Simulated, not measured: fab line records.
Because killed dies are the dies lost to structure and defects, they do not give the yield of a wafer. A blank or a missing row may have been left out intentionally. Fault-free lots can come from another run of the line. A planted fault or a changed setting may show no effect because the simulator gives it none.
Which tool did it? ; flow nand_harc ; 34 wafers from 12 lots sampled at 5 of the route's 1302 steps

== WHAT THE GAUGES SHOWED, per wafer ==
Not one reading of a measure or inspect step in the record can be checked against a usual standard deviation.

== EACH LOT AND THE TOOL THAT RAN IT (in order: tool; ch and the chambers of the sampled wafers; start) ==
lot;NHARC_P_M1_ETCH_28;NHARC_P_M1_PVD_20;NHARC_P_M1_ECD_22;NHARC_P_M1_ANNEAL_31;NHARC_P_M1_CMP_23
L670;rie_diel-01 ch 0,2,3, day 6 11:31 or earlier;pvd_sputter-02, day 6 11:31 or earlier;ecd_cu-01 ch 0,1, day 6 11:31;rtp_anneal-02 ch 0, day 6 11:53;cmp-02 ch 0,1,2, day 6 12:18
L675;rie_diel-02 ch 1,2,3, day 8 03:31 or earlier;pvd_sputter-02, day 8 03:31 or earlier;ecd_cu-01 ch 0,1, day 8 03:31;rtp_anneal-01 ch 0, day 8 03:53;cmp-01 ch 0,1,2, day 8 04:10
L674;rie_diel-02 ch 1,2, day 8 04:25 or earlier;pvd_sputter-03, day 8 04:25 or earlier;ecd_cu-02 ch 0, day 8 04:25;rtp_anneal-02 ch 0, day 8 04:47;cmp-02 ch 0,1,2, day 8 05:07
L676;rie_diel-02 ch 1,2, day 9 03:05 or earlier;pvd_sputter-02, day 9 03:05 or earlier;ecd_cu-02 ch 0,1, day 9 03:05;rtp_anneal-02 ch 0, day 9 03:28;cmp-02 ch 1,2, day 9 03:43
L678;rie_diel-02 ch 0,1,2, day 9 14:42 or earlier;pvd_sputter-03, day 9 14:42 or earlier;ecd_cu-01 ch 0,1, day 9 14:42;rtp_anneal-02 ch 0, day 9 15:01;cmp-04 ch 1,2,3, day 9 15:27
L681;rie_diel-02 ch 2,3, day 11 01:49 or earlier;pvd_sputter-01, day 11 01:49 or earlier;ecd_cu-02 ch 0,1, day 11 01:49;rtp_anneal-01 ch 0, day 11 02:12;cmp-01 ch 2,3, day 11 02:32
L686;rie_diel-01 ch 0,2,3, day 13 07:37 or earlier;pvd_sputter-01, day 13 07:37 or earlier;ecd_cu-01 ch 0,1, day 13 07:37;rtp_anneal-02 ch 0, day 13 08:01;cmp-01 ch 0,1,2, day 13 08:22
L685;rie_diel-01 ch 2,3, day 13 08:39 or earlier;pvd_sputter-03, day 13 08:39 or earlier;ecd_cu-01 ch 0,1, day 13 08:39;rtp_anneal-01 ch 0, day 13 09:04;cmp-01 ch 0,1, day 13 09:18
L688;rie_diel-01 ch 1,2,3, day 13 17:56 or earlier;pvd_sputter-03, day 13 17:56 or earlier;ecd_cu-01 ch 0,1, day 13 17:56;rtp_anneal-02 ch 0, day 13 18:19;cmp-04 ch 1,2, day 13 18:41
L689;rie_diel-01 ch 0,2, day 14 19:48 or earlier;pvd_sputter-02, day 14 19:48 or earlier;ecd_cu-01 ch 1, day 14 19:48;rtp_anneal-02 ch 0, day 14 20:14;cmp-01 ch 1,2, day 14 20:31
L690;rie_diel-02 ch 0,2,3, day 14 20:17 or earlier;pvd_sputter-03, day 14 20:17 or earlier;ecd_cu-02 ch 0,1, day 14 20:17;rtp_anneal-01 ch 0, day 14 20:40;cmp-01 ch 0,2,3, day 14 21:01
L692;rie_diel-02 ch 1,3, day 15 13:39 or earlier;pvd_sputter-01, day 15 13:39 or earlier;ecd_cu-02 ch 0,1, day 15 13:39;rtp_anneal-02 ch 0, day 15 14:02;cmp-04 ch 1,3, day 15 14:24
- NHARC_P_M1_ETCH_28: etches the open film in CF4/N2, target depth 30 nm, time 72.99 s.
- NHARC_P_M1_PVD_20: deposits TaN, target thk 5 nm, time 8.06 s.
- NHARC_P_M1_ECD_22: material Cu, target thk 400 nm.
- NHARC_P_M1_ANNEAL_31: time 90 s.
- NHARC_P_M1_CMP_23: polishes, t overpolish 20 s, target thk 157.82 nm.

== WHAT THE TOOLS THEMSELVES READ (means of the sampled wafers that have a number; where no wafer has one, the mark that the record gives instead) ==
NHARC_P_M1_ETCH_28.
lot;tool;bias_w (W);chamber_pressure_mTorr (mTorr);drypump_motor_current_A (A);oes_product_au (a.u.);rf_vpp_V (V);showerhead_plenum_p_Torr (Torr);throttle_valve_pct (%)
L670;rie_diel-01;100.28;29.993;5.7;1.007;315.7;2.67;19.795
L675;rie_diel-02;100.07;30.001;5.5;0.999;314.9;2.67;19.788
L674;rie_diel-02;100.05;30.004;5.5;0.996;314.3;2.64;19.801
L676;rie_diel-02;99.85;30.031;5.5;0.992;313.8;2.59;19.798
L678;rie_diel-02;100.13;29.997;5.7;0.992;312.7;2.57;19.798
L681;rie_diel-02;99.68;30.015;5.5;1.014;313.4;2.62;19.802
L686;rie_diel-01;100.14;30.012;5.7;1.003;314.0;2.67;19.792
L685;rie_diel-01;99.75;30.001;6.1;0.999;314.8;2.62;19.787
L688;rie_diel-01;100.04;29.987;5.8;0.995;314.6;2.69;19.788
L689;rie_diel-01;100.03;30.035;5.6;1.010;316.4;2.77;19.803
L690;rie_diel-02;99.91;30.004;5.7;0.996;313.3;2.59;19.798
L692;rie_diel-02;100.37;29.979;5.5;0.999;316.3;2.73;19.792

NHARC_P_M1_PVD_20.
lot;tool;throttle_valve_pct (%)
L670;pvd_sputter-02;29.8
L675;pvd_sputter-02;30.0
L674;pvd_sputter-03;29.6
L676;pvd_sputter-02;29.9
L678;pvd_sputter-03;29.3
L681;pvd_sputter-01;29.4
L686;pvd_sputter-01;29.7
L685;pvd_sputter-03;29.3
L688;pvd_sputter-03;29.2
L689;pvd_sputter-02;30.2
L690;pvd_sputter-03;29.0
L692;pvd_sputter-01;29.8

NHARC_P_M1_ANNEAL_31.
lot;tool;wafer_temp_C_max
L670;rtp_anneal-02;225.76
L675;rtp_anneal-01;225.44
L674;rtp_anneal-02;225.73
L676;rtp_anneal-02;225.71
L678;rtp_anneal-02;225.71
L681;rtp_anneal-01;225.80
L686;rtp_anneal-02;225.82
L685;rtp_anneal-01;225.47
L688;rtp_anneal-02;225.66
L689;rtp_anneal-02;225.78
L690;rtp_anneal-01;225.73
L692;rtp_anneal-02;225.56

NHARC_P_M1_CMP_23.
lot;tool;edge_zone_pressure_frac;motor_current_A (A);pad_life_wafers;time_to_endpoint_s (s)
L670;cmp-02;1.005;12.0;326;27.1
L675;cmp-01;0.998;10.3;308;27.2
L674;cmp-02;1.001;12.0;140;26.6
L676;cmp-02;1.002;11.6;210;25.6
L678;cmp-04;1.002;12.4;321;29.7
L681;cmp-01;1.002;11.0;186;25.7
L686;cmp-01;1.001;10.6;2;28.2
L685;cmp-01;1.002;10.5;6;22.1
L688;cmp-04;0.999;12.3;300;22.1
L689;cmp-01;0.996;10.8;162;20.4
L690;cmp-01;1.001;10.4;169;25.1
L692;cmp-04;1.002;11.3;110;28.9

== THE ANSWER, worked out from the rows above alone ==
Rule: usual is defined by the lots themselves. The widest of any qualifying gaps counts: lots, ordered by their means at a reading, are off when they make up no more than a third of the lots, leave a main group of 4 or more, and stand apart from it by 3 or more times the standard deviation of that group's means. If all means in a main group match to the digits the tables above print for the reading, that group is not used. Also off: a lot with no number at a reading for which 4 or more lots have one. All remaining lots with rows at the step are treated as sound. The gauges are gone through in route order, then the tools' own readings, and for those a lot's mean is taken as printed above. At the first step where some lot is off, the reading lying furthest off is the one used; lots without a number count as furthest.
No lot is off on any of the readings shown, so nothing can be concluded from this.

== WHAT HAD BEEN PUT IN BY THE SIMULATOR ==
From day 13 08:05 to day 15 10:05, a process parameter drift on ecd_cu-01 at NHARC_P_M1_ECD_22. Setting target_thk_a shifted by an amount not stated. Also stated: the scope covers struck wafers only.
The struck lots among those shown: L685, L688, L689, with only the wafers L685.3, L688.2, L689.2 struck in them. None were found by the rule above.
